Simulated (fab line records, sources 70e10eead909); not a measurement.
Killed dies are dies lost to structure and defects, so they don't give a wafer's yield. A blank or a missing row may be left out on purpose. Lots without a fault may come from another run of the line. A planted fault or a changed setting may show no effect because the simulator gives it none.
Chamber matching | flow nand_harc | NHARC_A_CHANNEL_FILL_D1_STRIP_28 on rie_diel-02: 4 sister chambers
The step strips in O2, time 20 s. 20 wafers are shown with their chamber, then 10 later ones without.

WAFERS WITH THEIR CHAMBER
wafer  | chamber | drypump_motor_current_A (A) | rf_vpp_V (V) | oes_product_au (a.u.)
L077.1 | 2       | 4.8                         | 57.1         | 0.991
L077.4 | 1       | 6.3                         | 59.6         | 1.000
L077.6 | 2       | 4.8                         | 57.6         | 0.988
L078.1 | 0       | 5.7                         | 57.7         | 0.992
L078.3 | 3       | 5.0                         | 56.7         | 1.008
L078.6 | 0       | 5.7                         | 58.2         | 0.980
L080.4 | 0       | 5.7                         | 57.8         | 0.988
L080.5 | 0       | 5.7                         | 57.5         | 0.999
L080.6 | 3       | 5.1                         | 57.1         | 1.012
L079.4 | 1       | 6.3                         | 59.7         | 1.006
L079.5 | 2       | 4.8                         | 58.8         | 1.000
L079.6 | 3       | 5.1                         | 56.0         | 1.021
L083.2 | 3       | 5.1                         | 57.9         | 1.014
L083.3 | 2       | 4.8                         | 57.9         | 0.997
L083.5 | 3       | 5.1                         | 56.7         | 1.019
L088.1 | 3       | 5.0                         | 56.3         | 1.005
L088.2 | 2       | 4.8                         | 58.4         | 0.999
L088.4 | 2       | 4.8                         | 57.3         | 0.999
L086.1 | 0       | 5.7                         | 59.7         | 1.004
L086.3 | 2       | 4.8                         | 58.3         | 1.000

SIGNATURES (means of the wafers above)
reading                 | chamber 0 | chamber 1 | chamber 2 | chamber 3 | scatter within a chamber
drypump_motor_current_A | 5.700     | 6.300     | 4.800     | 5.067     | 0.0289
rf_vpp_V                | 58.180    | 59.650    | 57.914    | 56.783    | 0.692
oes_product_au          | 0.99260   | 1.00300   | 0.99629   | 1.01317   | 0.00661
Rule: a wafer's distance from a chamber is the root of the sum, over the readings, of the square of ((its reading less the chamber's mean) divided by the reading's scatter). The wafer belongs to the nearest chamber; if the next one is less than 2 further off, it can't be placed. The scatter: the root of (the sum of the squares of (reading less its chamber's mean) over the shown wafers, divided by (wafers less chambers)).

WAFERS WITHOUT THEIR CHAMBER
wafer  | drypump_motor_current_A (A) | rf_vpp_V (V) | oes_product_au (a.u.)
L086.5 | 5.8                         | 58.1         | 0.998
L090.1 | 4.8                         | 57.1         | 0.982
L090.2 | 5.0                         | 57.2         | 1.013
L090.6 | 4.8                         | 57.5         | 0.984
L093.1 | 5.1                         | 56.7         | 0.998
L093.2 | 5.7                         | 58.2         | 1.001
L093.6 | 5.1                         | 57.6         | 1.012
L096.1 | 4.8                         | 57.8         | 0.999
L096.4 | 6.2                         | 57.8         | 0.977
L096.5 | 6.2                         | 58.1         | 0.986

WHICH CHAMBER EACH WENT THROUGH
wafer  | from the rows above | in truth
L086.5 | 0                   | 0
L090.1 | 2                   | 2
L090.2 | 3                   | 3
L090.6 | 2                   | 2
L093.1 | 3                   | 3
L093.2 | 0                   | 0
L093.6 | 3                   | 3
L096.1 | 2                   | 2
L096.4 | 1                   | 1
L096.5 | 1                   | 1
Placed correctly: 10 of 10. Can't be placed from these rows: 0. Placed wrongly: 0.
